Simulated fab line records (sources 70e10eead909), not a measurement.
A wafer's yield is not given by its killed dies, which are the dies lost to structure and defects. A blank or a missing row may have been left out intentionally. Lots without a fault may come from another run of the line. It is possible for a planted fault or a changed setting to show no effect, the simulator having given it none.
Chamber matching ; flow nand-harc ; 3 sister chambers for NHARC_P_M2_DEP_33 on pecvd-01
The step deposits SiCN, target thk 30 nm. 6 wafers are shown with their chamber, then 7 later ones without.

== WAFERS WITH THEIR CHAMBER ==
wafer;chamber;showerhead-vpp-V (V);heater-power-w (W)
L501.1;0;1275;699
L507.1;0;1251;657
L510.5;2;1324;602
L510.6;1;1277;600
L512.1;1;1246;573
L512.3;2;1308;503

== WAFERS MISSING THEIR CHAMBER ==
wafer;showerhead-vpp-V (V);heater-power-w (W)
L512.4;1272;587
L511.2;1261;718
L511.3;1339;591
L511.5;1251;588
L523.1;1258;587
L523.3;1331;594
L523.4;1279;691

== THE CHAMBER EACH PASSED THROUGH ==
wafer;from the rows above;in truth
L512.4;can't be placed: 1 or 0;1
L511.2;0;0
L511.3;2;2
L511.5;can't be placed: 1 or 0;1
L523.1;can't be placed: 1 or 0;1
L523.3;2;2
L523.4;can't be placed: 0 or 1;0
Correct placement for 3 of the 7. From these rows, 4 cannot be placed; in 4 the true chamber is one of the candidates. Number placed wrongly: 0.
How it was worked out, from the rows above alone: a wafer's distance from a chamber is the root of the sum, over the readings, of the square of ((its reading less the chamber's mean) divided by the reading's scatter). If the next closest chamber is less than 2 further off than the closest, the wafer can't be placed; otherwise it belongs to the closest. For every chamber, the mean is computed from those of its wafers that are shown. The scatter: take each reading less its chamber's mean, square it, sum over the shown wafers, divide by the number of wafers less the number of chambers, and take the root.
